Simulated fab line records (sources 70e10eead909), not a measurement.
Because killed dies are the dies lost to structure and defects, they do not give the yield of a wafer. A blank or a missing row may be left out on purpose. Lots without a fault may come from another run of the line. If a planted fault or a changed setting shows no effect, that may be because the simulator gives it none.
fab line records	flow nand_harc	part 1 of 2: steps 1 to 4 of 6
record lots=24	wafers=72	last_day=34
route steps=1302 shown A_BLC@1119 A_BONDPAD@1202
lots untouched by any fault: they come from a run of this same line in which no faults occurred
start_h: the number of hours between the record's first day and the start of the first shown wafer of the lot	wait_h: hours from the lot's prior step to this one	" as in the row above	L1.1+2: a row that stands for several wafers	- no value present, or no start provided	* or withheld: withheld	< > ~ a bound
route shown NAME@n: a module of which the file shows steps, and the number in the route of the first	usual: average and standard deviation across the fault-free wafers	same: alike in all rows	chamber/n: place in a boat	sites: the reading at each site	_std_site: how widely they spread, as a standard deviation	_edge_site: mean of outer sites minus mean of inner sites	radius_mm: how far each site lies from the wafer's centre	mask NAME#n: copy n	behind: the tool/chamber that last shaped the wafer	hold: why the lot was held/for how many hours/how that ended	device: names the non-switching transistor (n, p or np)	end of line: the tests these same wafers got at the end of their route	a step with no rows: only its recipe	killed: the dies lost at the first sort to structure and to defects; this is not the yield of the wafer	map: a wafer's dies, marking killed ones x, the rest . and places with no die _
set.NAME: the run value of the setting; set.NAME@STEP: its run value at that earlier step	model.NAME: the simulator's own value behind a step, which no gauge read
a sample of lots followed through the steps of the route, with each step as a table and each wafer as a row
services: a tool's chamber out of use, with start hour (start_h, from the record's first day; less than 0 if before it), hours out, and reason
## steps
# step NHARC_A_BLC_INSPECT_12
# usual raw_defect_count=85/44
lot.wafer	tool	chamber	start_h	wait_h	raw_defect_count
L075.1	defect_inspect-02	-	527.75	0.0	75
L075.2	"	-	"	"	64
L075.5	"	-	"	"	73
L074.3	defect_inspect-01	-	530.57	0.0	108
L074.5	"	-	"	"	117
L074.6	"	-	"	"	102
L076.2	defect_inspect-01	-	536.23	0.0	107
L076.5	"	-	"	"	102
L076.6	"	-	"	"	85
L078.1	defect_inspect-01	-	539.30	0.0	27
L078.5	"	-	"	"	33
L078.6	"	-	"	"	23
L077.2	defect_inspect-01	-	546.84	0.0	138
L077.3	"	-	"	"	167
L077.5	"	-	"	"	158
L079.1	defect_inspect-01	-	578.86	0.0	97
L079.5	"	-	"	"	128
L079.6	"	-	"	"	125
L080.2	defect_inspect-02	-	582.03	0.0	165
L080.3	"	-	"	"	156
L080.5	"	-	"	"	153
L081.2	defect_inspect-01	-	585.75	0.0	78
L081.3	"	-	"	"	69
L081.4	"	-	"	"	64
L082.1	defect_inspect-01	-	618.06	0.0	97
L082.2	"	-	"	"	123
L082.4	"	-	"	"	128
L084.1	defect_inspect-02	-	619.17	0.0	41
L084.2	"	-	"	"	31
L084.6	"	-	"	"	34
L083.1	defect_inspect-02	-	619.96	0.0	79
L083.2	"	-	"	"	84
L083.3	"	-	"	"	89
L085.2	defect_inspect-02	-	636.85	0.0	80
L085.3	"	-	"	"	79
L085.6	"	-	"	"	54
L086.1	defect_inspect-01	-	638.67	0.0	129
L086.2	"	-	"	"	134
L086.5	"	-	"	"	144
L087.1	defect_inspect-02	-	650.27	0.0	30
L087.3	"	-	"	"	32
L087.6	"	-	"	"	22
L089.2	defect_inspect-02	-	662.83	0.0	67
L089.5	"	-	"	"	61
L089.6	"	-	"	"	49
L088.2	defect_inspect-01	-	667.30	0.0	60
L088.3	"	-	"	"	66
L088.5	"	-	"	"	67
L092.1	defect_inspect-02	-	699.12	0.0	164
L092.2	"	-	"	"	155
L092.4	"	-	"	"	161
L090.2	defect_inspect-02	-	702.93	0.0	103
L090.5	"	-	"	"	98
L090.6	"	-	"	"	111
L091.2	defect_inspect-02	-	707.47	0.0	34
L091.4	"	-	"	"	50
L091.6	"	-	"	"	42
L095.2	defect_inspect-02	-	716.15	0.0	13
L095.5	"	-	"	"	14
L095.6	"	-	"	"	16
L093.1	defect_inspect-02	-	722.41	0.0	32
L093.4	"	-	"	"	43
L093.6	"	-	"	"	48
L094.1	defect_inspect-02	-	722.87	0.0	112
L094.4	"	-	"	"	117
L094.5	"	-	"	"	117
L096.1	defect_inspect-01	-	741.74	0.0	120
L096.3	"	-	"	"	134
L096.4	"	-	"	"	126
L097.1	defect_inspect-01	-	760.59	0.0	67
L097.2	"	-	"	"	57
L097.5	"	-	"	"	64
# step NHARC_A_BLC_DESCUM_15
# recipe time_s=3	o2_flow_sccm=200	ar_flow_sccm=0	bias_power_w=0	chemistry=O2
# usual drypump_motor_current_A=5.3/0.38	mfc_ar_sccm=0.006/0.0088	oes_product_au=0.997/0.01	rf_vpp_V=57.9/0.95	showerhead_plenum_p_Torr=1.90/0.093	throttle_valve_pct=11.312/0.0093
lot.wafer	tool	chamber	start_h	wait_h	drypump_motor_current_A	mfc_ar_sccm	oes_product_au	rf_hours_counter_h	rf_vpp_V	showerhead_plenum_p_Torr	throttle_valve_pct
L075.1	rie_diel-06	1	527.81	0.1	5.4	0	1.013	3	57.3	1.77	11.307
L075.2	"	2	"	"	5.5	0	1.023	3	57.4	1.91	11.312
L075.5	"	1	"	"	5.5	0	1.008	-	57.1	1.77	11.301
L074.3	rie_diel-06	1	530.63	0.1	5.4	0	0.998	4	58.6	1.77	11.307
L074.6	"	0	"	"	5.2	0.001	1.000	-	58.2	1.84	11.327
L074.5	"	1	"	"	5.4	0	0.980	-	59.3	1.77	11.308
L076.2	rie_diel-09	3	536.30	0.1	5.6	0.014	1.004	1	57.8	1.87	11.298
L076.6	"	2	"	"	4.6	0.025	0.991	-	58.4	2.03	11.309
L076.5	"	3	"	"	5.7	0.014	1.000	-	58.5	1.87	11.330
L078.1	rie_diel-09	1	539.39	0.1	5.6	0	0.995	2	57.8	1.83	11.331
L078.6	"	2	"	"	4.6	0.025	0.977	-	58.8	2.03	11.301
L078.5	"	3	"	"	5.7	0.014	0.997	-	58.1	1.87	11.307
L077.3	rie_diel-06	2	546.90	0.1	5.5	0	1.007	5	58.2	1.91	11.315
L077.2	"	0	"	"	5.2	0.001	1.013	4	58.6	1.84	11.300
L077.5	"	2	"	"	5.5	0	1.012	-	56.5	1.91	11.301
L079.1	rie_diel-06	1	578.92	0.1	5.4	0	0.984	9	56.3	1.77	11.310
L079.6	"	1	"	"	5.4	0	0.987	-	57.1	1.77	11.319
L079.5	"	2	"	"	5.6	0	1.003	-	55.9	1.91	11.313
L080.3	rie_diel-09	0	582.11	0.1	4.9	0.003	1.001	4	58.9	2.00	11.312
L080.2	"	1	"	"	5.5	0	0.989	3	57.7	1.83	11.310
L080.5	"	3	"	"	5.7	0.014	0.991	-	56.8	1.87	11.322
L081.3	rie_diel-09	0	585.82	0.1	4.9	0.003	1.007	4	58.4	2.00	11.307
L081.4	"	1	"	"	5.5	0	0.988	3	57.4	1.83	11.314
L081.2	"	2	"	"	4.6	0.025	0.996	4	58.3	2.03	11.305
L082.1	rie_diel-09	2	618.13	0.1	4.6	0.025	0.994	6	58.6	2.03	11.316
L082.2	"	0	"	"	5.0	0.003	0.998	6	59.2	2.00	11.318
L082.4	"	1	"	"	5.5	0	0.986	-	57.6	1.83	11.312
L084.2	rie_diel-01	3	619.24	0.1	5.1	0	0.997	14	58.8	1.87	11.328
L084.1	"	0	"	"	5.4	0.008	0.995	18	57.4	1.90	11.322
L084.6	"	2	"	"	5.9	0.009	0.988	-	58.7	2.02	11.303
L083.2	rie_diel-06	1	620.02	0.1	5.4	0	0.995	12	57.2	1.77	11.297
L083.3	"	2	"	"	5.6	0	1.008	11	58.5	1.90	11.308
L083.1	"	3	"	"	5.5	0	0.999	11	57.5	1.77	11.327
L085.2	rie_diel-09	0	636.91	0.1	5.0	0.003	1.006	7	58.2	2.00	11.308
L085.3	"	2	"	"	4.6	0.025	0.992	7	57.5	2.03	11.307
L085.6	"	1	"	"	5.5	0	0.983	-	56.9	1.83	11.310
L086.1	rie_diel-09	0	638.74	0.1	4.9	0.003	1.002	8	59.6	2.00	11.321
L086.2	"	2	"	"	4.6	0.025	0.985	7	59.2	2.03	11.306
L086.5	"	0	"	"	5.0	0.003	1.013	-	57.5	2.00	11.316
L087.1	rie_diel-01	1	650.33	0.1	6.1	0	0.999	26	58.8	2.02	11.305
L087.3	"	3	"	"	5.1	0	1.002	24	56.9	1.87	11.314
L087.6	"	3	"	"	5.1	0	0.997	-	57.4	1.87	11.327
L089.2	rie_diel-09	3	662.91	0.1	5.7	0.014	0.980	7	56.6	1.87	11.317
L089.6	"	0	"	"	4.9	0.003	0.996	-	57.9	2.00	11.301
L089.5	"	1	"	"	5.5	0	0.976	-	56.6	1.83	11.327
L088.3	rie_diel-09	0	667.36	0.1	4.9	0.003	1.010	10	58.0	2.00	11.307
L088.2	"	2	"	"	4.6	0.025	0.995	9	60.2	2.03	11.310
L088.5	"	0	"	"	4.9	0.003	1.002	-	58.1	2.00	11.304
L092.2	rie_diel-09	2	699.19	0.1	4.6	0.025	0.993	1	58.2	2.03	11.307
L092.1	"	3	"	"	5.6	0.014	0.980	1	57.2	1.87	11.294
L092.4	"	0	"	"	4.9	0.003	0.988	1	59.6	2.00	11.311
L090.2	rie_diel-06	0	702.99	0.1	5.1	0.001	0.997	2	58.2	1.84	11.302
L090.6	"	0	"	"	5.2	0.001	1.001	-	57.2	1.84	11.300
L090.5	"	1	"	"	5.4	0	1.003	-	55.4	1.77	11.311
L091.4	rie_diel-06	2	707.53	0.1	5.6	0	1.004	3	58.0	1.90	11.296
L091.2	"	1	"	"	5.4	0	0.994	3	57.2	1.77	11.316
L091.6	"	2	"	"	5.5	0	1.026	-	58.1	1.90	11.330
L095.2	rie_diel-09	3	716.23	0.1	5.7	0.014	1.002	1	58.1	1.87	11.315
L095.6	"	1	"	"	5.5	0	1.000	-	58.7	1.83	11.311
L095.5	"	2	"	"	4.6	0.025	0.997	-	58.5	2.03	11.302
L093.4	rie_diel-06	3	722.48	0.1	5.5	0	0.996	3	58.3	1.77	11.323
L093.1	"	0	"	"	5.2	0.001	0.993	4	56.3	1.84	11.311
L093.6	"	3	"	"	5.5	0	1.007	-	57.4	1.77	11.304
L094.1	rie_diel-09	0	722.93	0.1	5.0	0.003	0.994	2	56.9	2.00	11.307
L094.4	"	2	"	"	4.6	0.025	1.000	2	58.8	2.03	11.309
L094.5	"	0	"	"	4.9	0.003	0.999	-	56.3	2.00	11.311
L096.4	rie_diel-09	2	741.80	0.1	4.6	0.025	0.984	4	58.4	2.03	11.297
L096.1	"	3	"	"	5.7	0.014	0.989	4	58.1	1.87	11.306
L096.3	"	1	"	"	5.5	0	0.995	4	58.5	1.83	11.309
L097.2	rie_diel-09	0	760.65	0.1	4.9	0.003	1.003	5	57.9	2.00	11.336
L097.1	"	1	"	"	5.5	0	1.006	5	57.0	1.82	11.314
L097.5	"	3	"	"	5.7	0.014	0.989	-	57.5	1.87	11.300
# step NHARC_A_BLC_ETCH_16
# recipe target_depth_a=390	over_etch_frac=0.3	time_s=65	ion_energy_ev=80	cf4_flow_sccm=150	ar_flow_sccm=0	rf_w=300	bias_w=100	chemistry=CF4
# usual bias_w=100.03/0.29	drypump_motor_current_A=5.3/0.39	mfc_ar_sccm=0.006/0.0087	oes_product_au=0.997/0.0091	rf_vpp_V=151.2/1.2	showerhead_plenum_p_Torr=1.75/0.081	throttle_valve_pct=13.284/0.0092
lot.wafer	tool	chamber	start_h	wait_h	bias_w	drypump_motor_current_A	mfc_ar_sccm	oes_product_au	rf_hours_counter_h	rf_vpp_V	showerhead_plenum_p_Torr	throttle_valve_pct
L075.2	rie_diel-06	2	527.91	0.1	99.93	5.6	0	1.021	3	150.8	1.76	13.293
L075.1	"	3	"	"	99.77	5.5	0	0.992	3	149.3	1.65	13.300
L075.5	"	1	"	"	100.03	5.5	0	0.997	-	151.6	1.65	13.288
L074.3	rie_diel-06	2	530.74	0.1	100.31	5.6	0	1.009	4	150.9	1.76	13.299
L074.5	"	3	"	"	99.92	5.5	0	0.983	-	149.0	1.65	13.278
L074.6	"	0	"	"	99.84	5.2	0.001	0.996	-	151.3	1.71	13.291
L076.2	rie_diel-09	1	536.39	0.1	99.62	5.5	0	0.989	1	150.4	1.70	13.270
L076.6	"	3	"	"	99.73	5.7	0.014	0.999	-	150.7	1.73	13.278
L076.5	"	0	"	"	99.97	4.9	0.003	1.002	-	152.4	1.84	13.282
L078.1	rie_diel-09	3	539.46	0.1	100.06	5.7	0.014	0.995	2	151.4	1.73	13.284
L078.6	"	0	"	"	99.79	4.9	0.003	1.002	-	151.9	1.84	13.283
L078.5	"	1	"	"	99.65	5.5	0	0.986	-	150.3	1.70	13.277
L077.3	rie_diel-06	1	547.00	0.1	99.87	5.5	0	0.993	5	148.8	1.65	13.263
L077.2	"	2	"	"	100.25	5.6	0	1.018	5	151.1	1.76	13.294
L077.5	"	3	"	"	100.53	5.5	0	0.995	-	150.8	1.65	13.289
L079.1	rie_diel-06	1	579.01	0.1	99.70	5.4	0	0.993	9	150.5	1.64	13.285
L079.5	"	0	"	"	99.81	5.1	0.001	0.997	-	150.9	1.70	13.285
L079.6	"	1	"	"	100.21	5.4	0	0.985	-	150.9	1.64	13.277
L080.2	rie_diel-09	3	582.18	0.1	100.56	5.7	0.014	0.997	4	151.4	1.73	13.290
L080.3	"	1	"	"	99.92	5.5	0	0.988	3	150.3	1.70	13.273
L080.5	"	3	"	"	100.15	5.7	0.014	0.985	-	149.8	1.73	13.276
L081.3	rie_diel-09	1	585.89	0.1	100.07	5.5	0	0.976	3	150.1	1.70	13.301
L081.4	"	3	"	"	100.24	5.6	0.014	0.995	4	152.0	1.73	13.297
L081.2	"	0	"	"	99.63	4.9	0.003	1.002	4	151.2	1.84	13.293
L082.1	rie_diel-09	2	618.23	0.1	100.20	4.6	0.025	0.990	6	153.3	1.87	13.299
L082.2	"	0	"	"	100.01	4.9	0.003	1.013	6	150.9	1.84	13.298
L082.4	"	1	"	"	100.06	5.5	0	0.996	-	150.1	1.69	13.289
L084.1	rie_diel-01	0	619.32	0.1	100.10	5.4	0.008	1.000	18	151.8	1.76	13.273
L084.2	"	3	"	"	100.53	5.1	0	0.994	14	152.3	1.73	13.287
L084.6	"	1	"	"	100.02	6.2	0	0.993	-	153.1	1.86	13.290
L083.1	rie_diel-06	2	620.11	0.1	99.65	5.6	0	1.009	11	150.5	1.76	13.291
L083.2	"	0	"	"	100.26	5.1	0.001	1.005	11	151.0	1.70	13.290
L083.3	"	1	"	"	100.34	5.4	0	0.999	12	151.2	1.64	13.280
L085.2	rie_diel-09	0	637.00	0.1	99.27	4.9	0.003	1.014	7	152.6	1.84	13.285
L085.3	"	2	"	"	100.10	4.6	0.025	0.995	7	152.3	1.87	13.283
L085.6	"	0	"	"	99.60	4.9	0.003	1.004	-	153.4	1.84	13.290
L086.2	rie_diel-09	2	638.82	0.1	100.05	4.6	0.025	0.999	7	153.3	1.87	13.275
L086.1	"	3	"	"	100.16	5.7	0.014	1.002	6	150.3	1.73	13.291
L086.5	"	3	"	"	100.08	5.7	0.014	1.000	-	150.1	1.73	13.279
L087.3	rie_diel-01	1	650.44	0.1	99.79	6.3	0	1.007	26	150.8	1.86	13.290
L087.1	"	2	"	"	99.44	5.9	0.009	0.992	27	152.0	1.86	13.289
L087.6	"	3	"	"	99.86	5.1	0	1.002	-	152.2	1.73	13.289
L089.2	rie_diel-09	0	662.97	0.1	99.95	4.9	0.003	1.011	9	151.6	1.84	13.298
L089.5	"	0	"	"	99.57	4.9	0.003	1.006	-	151.8	1.84	13.283
L089.6	"	1	"	"	100.29	5.5	0	0.985	-	149.8	1.69	13.295
L088.3	rie_diel-09	3	667.44	0.1	99.64	5.7	0.014	0.997	7	152.8	1.73	13.296
L088.2	"	1	"	"	100.18	5.5	0	1.001	9	148.5	1.69	13.284
L088.5	"	3	"	"	99.95	5.7	0.014	0.998	-	150.1	1.73	13.277
L092.4	rie_diel-09	1	699.27	0.1	100.48	5.5	0	0.992	1	151.6	1.69	13.290
L092.2	"	2	"	"	99.50	4.6	0.025	0.983	1	152.9	1.87	13.292
L092.1	"	0	"	"	100.07	4.9	0.003	0.993	1	152.3	1.84	13.291
L090.2	rie_diel-06	0	703.09	0.1	100.02	5.2	0.001	0.995	2	150.4	1.70	13.299
L090.5	"	2	"	"	100.18	5.6	0	1.009	-	151.7	1.76	13.278
L090.6	"	3	"	"	99.79	5.5	0	1.017	-	150.8	1.64	13.275
L091.2	rie_diel-06	1	707.62	0.1	99.91	5.4	0	0.992	3	148.9	1.64	13.268
L091.4	"	2	"	"	100.19	5.6	0	1.023	3	150.2	1.76	13.275
L091.6	"	3	"	"	99.99	5.5	0	1.001	-	149.3	1.64	13.285
L095.2	rie_diel-09	0	716.32	0.1	99.75	5.0	0.003	1.008	2	152.2	1.84	13.288
L095.6	"	1	"	"	100.61	5.5	0	0.998	-	150.9	1.69	13.287
L095.5	"	2	"	"	100.77	4.6	0.025	1.002	-	154.0	1.87	13.279
L093.4	rie_diel-06	2	722.57	0.1	99.84	5.6	0	0.999	4	152.9	1.76	13.269
L093.1	"	3	"	"	100.64	5.5	0	1.013	3	150.4	1.64	13.288
L093.6	"	0	"	"	100.65	5.1	0.001	0.992	-	151.3	1.70	13.276
L094.4	rie_diel-09	1	723.03	0.1	100.69	5.5	0	1.004	3	151.0	1.69	13.281
L094.1	"	3	"	"	100.01	5.7	0.014	0.990	2	150.4	1.73	13.281
L094.5	"	1	"	"	100.61	5.5	0	0.989	-	150.4	1.69	13.264
L096.3	rie_diel-09	2	741.88	0.1	100.52	4.6	0.025	0.991	4	152.3	1.87	13.279
L096.1	"	3	"	"	100.34	5.6	0.014	0.992	4	150.1	1.73	13.285
L096.4	"	0	"	"	100.10	4.9	0.003	0.999	4	152.4	1.84	13.273
L097.2	rie_diel-09	0	760.76	0.1	99.78	4.9	0.003	1.002	5	151.8	1.84	13.267
L097.1	"	1	"	"	100.03	5.5	0	0.995	5	149.9	1.69	13.271
L097.5	"	0	"	"	99.78	4.9	0.003	0.994	-	152.2	1.84	13.291
# step NHARC_A_BONDPAD_DEP_00
# recipe target_thk_a=2500	temp_c=370	target_thk_nm=250	pressure_torr=3	flow_sccm=200	rf_w=450	material=SiCN
# usual heater_power_w=637/71
lot.wafer	tool	chamber	start_h	wait_h	heater_power_w
L075.2	pecvd-01	0	539.26	-	545
L075.1	"	1	"	"	757
L075.5	"	0	"	"	547
L074.3	pecvd-04	2	541.98	-	634
L074.5	"	0	"	"	714
L074.6	"	1	"	"	687
L076.2	pecvd-01	1	547.94	-	718
L076.5	"	0	"	"	573
L076.6	"	1	"	"	710
L078.1	pecvd-02	2	550.64	-	731
L078.6	"	2	"	"	744
L078.5	"	1	"	"	625
L077.3	pecvd-01	0	558.35	-	498
L077.2	"	1	"	"	743
L077.5	"	2	"	"	623
L079.1	pecvd-01	2	590.68	-	612
L079.5	"	2	"	"	493
L079.6	"	1	"	"	632
L080.2	pecvd-01	1	593.79	-	726
L080.3	"	0	"	"	564
L080.5	"	0	"	"	547
L081.2	pecvd-04	0	597.20	-	688
L081.3	"	1	"	"	625
L081.4	"	1	"	"	638
L082.2	pecvd-01	0	630.01	-	600
L082.1	"	2	"	"	571
L082.4	"	0	"	"	477
L084.1	pecvd-02	1	630.61	-	700
L084.2	"	0	"	"	647
L084.6	"	0	"	"	649
L083.2	pecvd-02	2	631.85	-	797
L083.3	"	0	"	"	622
L083.1	"	1	"	"	670
L085.2	pecvd-01	2	648.30	-	550
L085.3	"	1	"	"	676
L085.6	"	1	"	"	691
L086.1	pecvd-02	2	649.98	-	724
L086.2	"	0	"	"	606
L086.5	"	0	"	"	619
L087.1	pecvd-04	1	661.96	-	691
L087.3	"	2	"	"	708
L087.6	"	1	"	"	551
L089.2	pecvd-04	1	674.53	-	690
L089.5	"	2	"	"	694
L089.6	"	0	"	"	673
L088.2	pecvd-04	0	-	-	593
L088.3	"	1	"	"	623
L088.5	"	1	"	"	635
L092.1	pecvd-02	0	710.29	-	698
L092.2	"	2	"	"	730
L092.4	"	0	"	"	567
L090.2	pecvd-04	2	-	-	686
L090.6	"	2	"	"	686
L090.5	"	0	"	"	665
L091.2	pecvd-01	2	718.96	-	579
L091.6	"	2	"	"	614
L091.4	"	0	"	"	552
L095.2	pecvd-04	2	-	-	638
L095.6	"	1	"	"	672
L095.5	"	0	"	"	629
L093.1	pecvd-01	1	734.05	-	701
L093.6	"	2	"	"	621
L093.4	"	0	"	"	510
L094.1	pecvd-01	2	734.89	-	535
L094.4	"	0	"	"	532
L094.5	"	1	"	"	806
L096.3	pecvd-04	1	758.71	-	639
L096.1	"	0	"	"	671
L096.4	"	2	"	"	614
L097.2	pecvd-01	1	772.14	-	650
L097.1	"	2	"	"	512
L097.5	"	1	"	"	686
